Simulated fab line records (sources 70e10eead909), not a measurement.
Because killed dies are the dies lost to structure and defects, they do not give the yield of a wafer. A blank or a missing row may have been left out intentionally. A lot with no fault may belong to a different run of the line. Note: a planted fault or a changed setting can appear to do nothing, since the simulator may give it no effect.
Matching of chambers	flow nandHarc	NHARC_THIN_TSV_ETCHBACK_48 on rieDiel-01 has 4 sister chambers
The step etches the open film in C4F8/Ar, target depth 1028.5 nm, time 405.17 s. 4 wafers are shown with their chamber, then 7 later ones without.

== WAFERS PAIRED WITH THEIR CHAMBERS ==
wafer	chamber	rfVppV (V)
L733.1	3	547.6
L740.2	2	548.7
L741.1	1	542.3
L741.2	0	547.0

== WAFERS MISSING THEIR CHAMBER ==
wafer	rfVppV (V)
L741.3	550.5
L746.2	545.8
L746.3	544.3
L746.5	549.2
L750.3	545.8
L750.4	548.0
L750.6	544.2

== WHICH CHAMBER EACH ONE RAN IN ==
wafer	from the rows above	in truth
L741.3	can't be placed: 2 or 3 or 0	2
L746.2	can't be placed: 0 or 3 or 2 or 1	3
L746.3	can't be placed: 1 or 0 or 3 or 2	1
L746.5	can't be placed: 2 or 3 or 0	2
L750.3	can't be placed: 0 or 3 or 2 or 1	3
L750.4	can't be placed: 3 or 2 or 0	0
L750.6	can't be placed: 1 or 0 or 3 or 2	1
Correct placement for 0 of the 7. Can't be placed from these rows: 7 (the true chamber is among the candidates in 7). Placed wrongly: 0.
How it was worked out, from the rows above alone: a wafer's distance from a chamber is the root of the sum, over the readings, of the square of ((its reading less the chamber's mean) divided by the reading's scatter). If the next closest chamber is less than 2 further off than the closest, the wafer can't be placed; otherwise it belongs to the closest. A chamber's mean is the mean of its shown wafers. The scatter: with one shown wafer a chamber, the root of the mean of the squares of how far each hidden wafer lies from its nearest shown one.
